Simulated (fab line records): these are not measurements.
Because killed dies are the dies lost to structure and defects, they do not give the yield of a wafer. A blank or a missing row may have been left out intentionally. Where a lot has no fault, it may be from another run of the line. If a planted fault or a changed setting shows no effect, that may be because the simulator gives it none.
8D (eight disciplines) problem report, filled in by code :: flow n5 finfet :: the parts of the form that need people (team, actions taken, sign-off) are left out

== 1. WHAT WENT WRONG ==
Wafers without a fault read 1.003 a.u., standard deviation 0.015; oes product au at N5_PMOS_HMC_CHANNEL_EPI_FIN_RECESS_16 reads a mean of 1.866 a.u. on 6 wafers belonging to 2 lots. Measured from the usual mean, that is +58 standard deviations.
The step: chemistry HBr/Cl2, target Si, target depth 54 nm, time 18 s.
Earliest sighting: wafer L590.1 on rie si-06 at day 5 00:29. Wafers with a number at this step in the record: 12, from 4 lots. Rule for "out", or "out of limits": more than 4 standard deviations from the usual mean. Any other wafer with a number is counted as sound.

== 2. WHAT THIS IS AND IS NOT ==
question: which readings at this step
is: oes product au, throttle valve pct
is not: HBr_flow_sccm, rf fwd power W

question: which lots
is: L590, L591
is not: L593, L594

question: which wafers of those lots
is: all that have a number
is not: -

question: read on which tools
is: rie si-05, rie si-06
is not: -

question: when
is: from day 5 00:29
is not: up to then (0 sound wafers); but 6 sound wafers of L593, L594 came after

== 3. THE SUSPECTS, EACH WITH WHAT RULES IT OUT ==
Counting: a tool at any process step up to the reading remains a suspect when it ran all the lots that are out and ran no sound lot after the first of those.
- pecvd-03 at N5_PMOS_HMC_CHANNEL_EPI_HM_DEP_34 (deposits SiO2 from TEOS/O2, target thk 36 nm, time 6.9 s): ruled out as a lasting fault. Following L590 (day 4 23:32), the first lot on it that is out, the sound lots L594 were run on it.
Left after counting: nothing in the record.

== 4. THE CAUSE (what the simulator had put in) ==
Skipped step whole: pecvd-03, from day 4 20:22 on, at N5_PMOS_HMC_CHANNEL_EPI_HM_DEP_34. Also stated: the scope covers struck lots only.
It was ruled out by counting, in error; the rule expects a fault to strike all lots run on its tool from its start on, and this fault did not.

== 5. SEQUENCE OF EFFECTS, ordered by route ==
Each row: a reading whose mean over the struck wafers that have a number lies more than 3 standard deviations from the usual. Only readings whose record carries a usual standard deviation are examined. hours: median over the lots of the time between each lot's start at the first step of this table that gives one and its start at this step. sigmas: the change, counted in usual standard deviations.
hours: 0
step: N5_PMOS_HMC_CHANNEL_EPI_FIN_RECESS_16
reading: oes product au
usual: 1.003 a.u.
on struck wafers: 1.866
change: +0.863
sigmas: +58

hours: 0
step: N5_PMOS_HMC_CHANNEL_EPI_FIN_RECESS_16
reading: throttle valve pct
usual: 35.47 %
on struck wafers: 34.08
change: -1.39
sigmas: -6.3

hours: 320
step: N5_PASSIVATION_PROBE_49
reading: killed at front end
usual: 40
on struck wafers: 1166
change: +1126
sigmas: +99 or more

hours: 320
step: N5_PASSIVATION_PROBE_49
reading: killed dies
usual: 109
on struck wafers: 1180
change: +1071
sigmas: +54

hours: 320
step: N5_PASSIVATION_PROBE_49
reading: killed on rim
usual: 14
on struck wafers: 152
change: +138
sigmas: +32

hours: 320
step: N5_PASSIVATION_PROBE_49
reading: killed open
usual: 73
on struck wafers: 16
change: -57
sigmas: -3.8

hours: 320
step: N5_PASSIVATION_PROBE_49
reading: killed short
usual: 35
on struck wafers: 6
change: -29
sigmas: -3.5
It contains these process steps:
- N5_PMOS_HMC_CHANNEL_EPI_FIN_RECESS_16: chemistry HBr/Cl2, target Si, target depth 54 nm, time 18 s.
- N5_PASSIVATION_PROBE_49
Readings that are blank on the struck wafers while sound wafers have them: chamber pressure Torr at N5_PMOS_HMC_CHANNEL_EPI_HM_DEP_34; heater power outer w at N5_PMOS_HMC_CHANNEL_EPI_HM_DEP_34; heater power w at N5_PMOS_HMC_CHANNEL_EPI_HM_DEP_34; rf fwd power W at N5_PMOS_HMC_CHANNEL_EPI_HM_DEP_34; showerhead plenum p Torr at N5_PMOS_HMC_CHANNEL_EPI_HM_DEP_34; throttle valve pct at N5_PMOS_HMC_CHANNEL_EPI_HM_DEP_34.

== 6. WHAT WOULD HAVE CAUGHT IT SOONER ==
In this record no reading fell out of limits until day 5 00:29, 4 hours after the fault had begun at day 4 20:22.
At N5_PMOS_HMC_CHANNEL_EPI_HM_DEP_34 the tool's readings are blank on the struck wafers, where sound wafers have them: an empty tool record is the first sign, and it was there at once.
